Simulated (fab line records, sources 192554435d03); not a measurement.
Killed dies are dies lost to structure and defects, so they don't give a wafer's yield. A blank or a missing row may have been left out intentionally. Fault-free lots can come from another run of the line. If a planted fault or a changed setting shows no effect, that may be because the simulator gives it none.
fab line records	flow n5_finfet
record: lots: 5	wafers: 15	last_day: 19
route steps=1938 shown BEOL_M6@1243
lots with no fault: from the same line, run without faults
start_h: the number of hours between the record's first day and the start of the first shown wafer of the lot	wait_h: hours elapsed since this lot's preceding step	" same as the row above	L1.1+2: a row that stands for several wafers	- value missing, or start not given	* or withheld: withheld	< > ~ a bound
route shown NAME@n: names a module that has steps shown in the file, with the first one's number in the route	usual: the fault-free wafers' mean and standard deviation	same: alike in all rows	chamber/n: place in a boat	sites: per-site readings	_std_site: their standard deviation	_edge_site: outer sites' mean less inner sites'	radius_mm: how far each site lies from the wafer's centre	mask NAME#n: copy n	behind: tool/chamber where the wafer was last shaped	hold: why the lot went on hold/how many hours it stayed there/how the hold came to an end	device: names the non-switching transistor (n, p or np)	end of line: the same wafers' tests at the end of the route	a step without rows: its recipe alone	killed: not the wafer's yield, but the dies lost to structure and defects at the first sort	map: the dies of a wafer, with x for killed, . for not killed, _ for no die there
set.NAME: the setting that was run; set.NAME@STEP: the one run at that earlier step	model.NAME: the simulator's own value behind a step, which no gauge read
lots seen at some steps along the route; tables by step, rows by wafer
services: when a tool's chamber went out of use (start_h, in hours from the record's first day, below 0 if earlier), for how many hours, and the reason
== steps ==
step: N5_BEOL_M6_HM_STRIP_39
recipe: chemistry: peroxide_tin_strip	material: TiN	target_depth_a: 250	temp_c: 50	time_s: 158
usual: bath_guard_temp_C: 49.9/0.46	temp_c: 50.02/0.11
lot.wafer	tool	chamber	start_h	wait_h	bath_guard_temp_C	temp_c
L076.2	wet_bench-04	4	211.10	0.0	50.5	50.09
L076.3	"	1	"	"	50.0	50.12
L076.6	"	0	"	"	49.5	50.03
L077.1	wet_bench-05	7	213.02	0.0	50.4	49.99
L077.2	"	0	"	"	49.9	50.01
L077.4	"	1	"	"	49.5	50.10
L081.1	wet_bench-05	3	253.47	0.0	49.5	50.22
L081.4	"	2	"	"	50.2	49.93
L081.6	"	5	"	"	50.2	49.99
L091.1	wet_bench-06	5	306.10	0.0	49.5	49.95
L091.2	"	4	"	"	49.3	50.05
L091.5	"	6	"	"	50.7	50.16
L096.1	wet_bench-05	1	360.91	0.9	49.3	50.08
L096.2	"	5	"	"	50.4	50.10
L096.4	"	7	"	"	50.3	50.19
step: N5_BEOL_M6_SRD_40
recipe: time_s: 30	temp_c: 23	rinse_liquid: diw	dry: ipa_marangoni
usual: temp_c: 23.00/0.11
lot.wafer	tool	chamber	start_h	wait_h	temp_c
L076.2	wet_bench-04	4	211.15	0.0	23.16
L076.3	"	1	"	"	23.15
L076.6	"	0	"	"	22.95
L077.1	wet_bench-05	7	213.07	0.0	23.05
L077.2	"	0	"	"	23.02
L077.4	"	1	"	"	22.81
L081.1	wet_bench-05	3	253.52	0.0	23.18
L081.4	"	2	"	"	22.98
L081.6	"	5	"	"	23.05
L091.1	wet_bench-06	5	306.15	0.0	22.83
L091.2	"	4	"	"	22.86
L091.5	"	6	"	"	22.95
L096.1	wet_bench-05	1	360.96	0.0	23.16
L096.2	"	5	"	"	22.86
L096.4	"	7	"	"	22.89
step: N5_BEOL_M6_PRECLEAN_42
recipe: chemistry: residue_remover	time_s: 60	temp_c: 40
usual: bath_guard_temp_C: 40.0/0.48	temp_c: 39.99/0.11
lot.wafer	tool	chamber	start_h	wait_h	bath_guard_temp_C	temp_c
L076.2	wet_bench-04	4	211.17	0.0	40.4	40.04
L076.3	"	1	"	"	40.3	40.08
L076.6	"	0	"	"	39.7	39.94
L077.1	wet_bench-05	7	213.08	0.0	40.5	40.24
L077.2	"	0	"	"	40.1	40.04
L077.4	"	1	"	"	39.7	39.90
L081.1	wet_bench-05	3	253.54	0.0	39.3	40.06
L081.4	"	2	"	"	40.0	39.85
L081.6	"	5	"	"	40.5	40.05
L091.1	wet_bench-06	5	306.17	0.0	40.0	40.08
L091.2	"	4	"	"	39.1	39.99
L091.5	"	6	"	"	40.8	39.85
L096.1	wet_bench-05	1	360.98	0.0	39.1	40.03
L096.2	"	5	"	"	40.5	39.93
L096.4	"	7	"	"	40.3	39.93
step: N5_BEOL_M6_SRD_43
recipe: time_s: 30	temp_c: 23	rinse_liquid: diw	dry: ipa_marangoni
usual: temp_c: 23.01/0.1
lot.wafer	tool	chamber	start_h	wait_h	temp_c
L076.2	wet_bench-04	4	211.19	0.0	23.08
L076.3	"	1	"	"	22.93
L076.6	"	0	"	"	23.02
L077.1	wet_bench-05	7	213.10	0.0	23.08
L077.2	"	0	"	"	23.00
L077.4	"	1	"	"	22.90
L081.1	wet_bench-05	3	253.55	0.0	22.93
L081.4	"	2	"	"	23.13
L081.6	"	5	"	"	23.13
L091.1	wet_bench-06	5	306.18	0.0	23.11
L091.2	"	4	"	"	22.87
L091.5	"	6	"	"	23.07
L096.1	wet_bench-05	1	360.99	0.0	22.89
L096.2	"	5	"	"	23.15
L096.4	"	7	"	"	23.00
step: N5_BEOL_M6_CD_MEAS_35
recipe: target_cd_nm: 40	target_cd_y_nm: 28	polarity: opening
usual: cd_nm: 40.3/0.56
lot.wafer	tool	chamber	start_h	wait_h	cd_nm
L076.2	cd_sem-03	-	211.23	0.0	40.1
L076.3	"	-	"	"	41.1
L076.6	"	-	"	"	40.0
L077.1	cd_sem-02	-	213.14	0.0	40.1
L077.2	"	-	"	"	40.3
L077.4	"	-	"	"	39.8
L081.1	cd_sem-01	-	253.59	0.0	40.7
L081.4	"	-	"	"	40.4
L081.6	"	-	"	"	39.9
L091.1	cd_sem-02	-	306.22	0.0	39.9
L091.2	"	-	"	"	39.8
L091.5	"	-	"	"	40.0
L096.1	cd_sem-03	-	361.04	0.0	40.9
L096.2	"	-	"	"	40.4
L096.4	"	-	"	"	40.9
step: N5_BEOL_M6_CURE_75
recipe: temp_c: 370	time_s: 120	ambient: DMADMS/He	material: SiCOH_lowk
usual: lamp_power_pct: 52.31/0.048	wafer_temp_C_max: 371.8/0.43
lot.wafer	tool	chamber	start_h	wait_h	lamp_power_pct	wafer_temp_C_max
L076.2	uv_cure-01	1	211.32	0.1	52.33	371.6
L076.3	"	1	"	"	52.28	371.9
L076.6	"	1	"	"	52.32	372.0
L077.1	uv_cure-02	2	213.18	0.0	52.34	371.6
L077.2	"	2	"	"	52.23	371.5
L077.4	"	2	"	"	52.38	371.7
L081.1	uv_cure-03	2	253.63	0.0	52.28	371.1
L081.4	"	2	"	"	52.27	371.7
L081.6	"	2	"	"	52.33	371.0
L091.1	uv_cure-01	2	306.27	0.0	52.15	372.2
L091.2	"	2	"	"	52.28	371.7
L091.5	"	2	"	"	52.30	371.7
L096.1	uv_cure-03	2	361.08	0.0	52.32	371.7
L096.2	"	2	"	"	52.24	371.7
L096.4	"	2	"	"	52.27	371.8
step: N5_BEOL_M6_DEGAS_44
recipe: ambient: vacuum	temp_c: 250	time_s: 60
usual: heater_power_w: 331/47
lot.wafer	tool	chamber	start_h	wait_h	heater_power_w
L076.2	pvd_sputter-03	-	212.67	1.3	395
L076.3	"	-	"	"	306
L076.6	"	-	"	"	344
L077.1	pvd_sputter-03	-	213.97	0.7	293
L077.2	"	-	"	"	294
L077.4	"	-	"	"	335
L081.1	pvd_sputter-03	-	254.10	0.4	375
L081.4	"	-	"	"	338
L081.6	"	-	"	"	297
L091.1	pvd_sputter-01	-	306.88	0.6	351
L091.2	"	-	"	"	348
L091.5	"	-	"	"	335
L096.1	pvd_sputter-03	-	362.41	1.3	374
L096.2	"	-	"	"	293
L096.4	"	-	"	"	294
step: N5_BEOL_M6_PRE_CLEAN_45
recipe: gas: H2/He	time_s: 30	temp_c: 250
usual: heater_power_w: 331/48
lot.wafer	tool	chamber	start_h	wait_h	heater_power_w
L076.2	pvd_sputter-03	-	212.71	0.0	380
L076.3	"	-	"	"	302
L076.6	"	-	"	"	339
L077.1	pvd_sputter-03	-	214.01	0.0	291
L077.2	"	-	"	"	297
L077.4	"	-	"	"	333
L081.1	pvd_sputter-03	-	254.14	0.0	378
L081.4	"	-	"	"	331
L081.6	"	-	"	"	302
L091.1	pvd_sputter-01	-	306.92	0.0	350
L091.2	"	-	"	"	341
L091.5	"	-	"	"	339
L096.1	pvd_sputter-03	-	362.45	0.0	376
L096.2	"	-	"	"	300
L096.4	"	-	"	"	299
step: N5_BEOL_M6_ALD_77
recipe: material: TaN	target_thk_a: 20	temp_c: 275	ald_precursor_family: PDMAT	ald_co_reactant: NH3	pressure_torr: 3	carrier_flow_sccm: 1500	pulse_time_s: 2	purge_time_s: 3	co_reactant_purge_time_s: 2	co_reactant_pulse_time_s: 3	ald_cycles: 40	precursor_vessel_temp_c: 75	precursor_vessel_pressure_torr: 26.25	precursor_vessel_carrier_sccm: 1000
usual: chamber_pressure_Torr: 3.000/0.0062	heater_power_outer_w: 223/21	heater_power_w: 409/37	precursor_vessel_carrier_sccm: 999.9/2.7
lot.wafer	tool	chamber	start_h	wait_h	chamber_pressure_Torr	heater_power_outer_w	heater_power_w	precursor_vessel_carrier_sccm
L076.2	ald_metal-04	2	212.77	0.0	2.998	239	416	998.8
L076.3	"	3	"	"	3.009	232	445	1000.5
L076.6	"	0	"	"	3.005	217	395	1000.0
L077.1	ald_metal-04	3	214.09	0.1	3.008	231	450	1003.2
L077.2	"	0	"	"	2.991	217	393	1002.8
L077.4	"	2	"	"	3.002	237	415	1000.5
L081.1	ald_metal-01	0	254.21	0.0	3.001	237	423	999.3
L081.4	"	2	"	"	3.000	274	513	1004.6
L081.6	"	1	"	"	2.990	191	363	1001.4
L091.1	ald_metal-01	1	306.98	0.0	2.996	192	353	1000.6
L091.2	"	0	"	"	3.002	243	426	999.7
L091.5	"	3	"	"	2.999	236	421	1002.8
L096.1	ald_metal-04	0	362.51	0.0	3.002	217	393	1001.9
L096.2	"	2	"	"	3.006	235	413	1000.5
L096.4	"	1	"	"	2.992	190	322	998.7
step: N5_BEOL_M6_SURFACE_TREAT_79
recipe: gas: Ar	time_s: *	ion_energy_ev: *	ion_current_ma_cm2: 0.5	pressure_mtorr: *	ar_flow_sccm: 30
usual: throttle_valve_pct: *
lot.wafer	tool	chamber	start_h	wait_h	throttle_valve_pct
L076.2	pvd_sputter-03	-	213.09	0.2	*
L076.3	"	-	"	"	*
L076.6	"	-	"	"	*
L077.1	pvd_sputter-03	-	214.65	0.4	*
L077.2	"	-	"	"	*
L077.4	"	-	"	"	*
L081.1	pvd_sputter-02	-	254.67	0.3	*
L081.4	"	-	"	"	*
L081.6	"	-	"	"	*
L091.1	pvd_sputter-01	-	307.34	0.2	*
L091.2	"	-	"	"	*
L091.5	"	-	"	"	*
L096.1	pvd_sputter-03	-	362.95	0.3	*
L096.2	"	-	"	"	*
L096.4	"	-	"	"	*
step: N5_BEOL_M6_CVD_78
recipe: material: Co	target_thk_a: 20	temp_c: withheld	precursor: CCTBA/H2	pressure_torr: 30	time_s: 142.3
usual: chamber_pressure_Torr: 29.99/0.07
lot.wafer	tool	chamber	start_h	wait_h	chamber_pressure_Torr
L076.2	cvd_co-01	0	213.15	0.0	29.92
L076.3	"	2	"	"	30.01
L076.6	"	1	"	"	30.00
L077.1	cvd_co-01	0	214.78	0.1	30.06
L077.2	"	1	"	"	30.06
L077.4	"	0	"	"	30.09
L081.1	cvd_co-01	2	254.95	0.3	29.93
L081.4	"	0	"	"	29.98
L081.6	"	1	"	"	30.11
L091.1	cvd_co-02	2	307.48	0.1	30.01
L091.2	"	0	"	"	30.07
L091.5	"	1	"	"	30.10
L096.1	cvd_co-01	1	363.02	0.0	29.97
L096.2	"	2	"	"	30.03
L096.4	"	0	"	"	30.07
step: N5_BEOL_M6_SPUTTER_48
recipe: material: Cu	target_thk_a: 100	temp_c: -20	bias_v: 60	power_w: 26000	chamber_pressure_pa: 0.13	time_s: 1.667
usual: chamber_pressure_pa: 0.13002/0.00025	throttle_valve_pct: 30.7/0.97
lot.wafer	tool	chamber	start_h	wait_h	chamber_pressure_pa	throttle_valve_pct
L076.2	pvd_sputter-03	-	213.29	0.1	0.13031	30.3
L076.3	"	-	"	"	0.12975	30.8
L076.6	"	-	"	"	0.13025	30.3
L077.1	pvd_sputter-03	-	214.91	0.1	0.12976	30.5
L077.2	"	-	"	"	0.12962	31.0
L077.4	"	-	"	"	0.13052	31.6
L081.1	pvd_sputter-02	-	255.23	0.2	0.12995	31.2
L081.4	"	-	"	"	0.12979	30.3
L081.6	"	-	"	"	0.13002	30.3
L091.1	pvd_sputter-01	-	307.60	0.1	0.13018	32.1
L091.2	"	-	"	"	0.13002	30.8
L091.5	"	-	"	"	0.13023	32.3
L096.1	pvd_sputter-02	-	363.16	0.1	0.13002	31.8
L096.2	"	-	"	"	0.13001	30.1
L096.4	"	-	"	"	0.1299	32.4
== services ==
tool	chamber	start_h	hours	kind
uv_cure-03	-	187.17	7.1	pm
ald_metal-04	-	188.72	1.3	repair
ald_metal-01	2	209.68	14.3	repair
uv_cure-03	-	224.02	0.2	repair
uv_cure-01	-	224.39	3.7	repair
uv_cure-03	-	254.35	7.5	pm
cvd_co-02	-	254.53	0.8	repair
pvd_sputter-03	-	256.81	10.5	repair
uv_cure-02	-	274.02	7.5	pm
ald_metal-04	-	277.25	0.8	repair
ald_metal-04	0	293.78	-	calibration
uv_cure-01	-	298.48	0.3	repair
cvd_co-02	1	301.81	3.3	repair
cvd_co-02	-	316.03	2.8	pm
cvd_co-01	1	327.14	3.5	repair
cvd_co-01	1	333.35	-	clean
cvd_co-01	1	333.35	22.0	scheduled_down
cvd_co-01	1	333.35	22.0	vent_cycle
ald_metal-04	-	337.25	14.0	pm
ald_metal-04	0	337.25	14.0	vent_cycle
ald_metal-04	1	337.25	14.0	vent_cycle
ald_metal-04	2	337.25	14.0	vent_cycle
ald_metal-04	3	337.25	14.0	vent_cycle
ald_metal-04	0	351.25	-	clean
== key ==
fault none
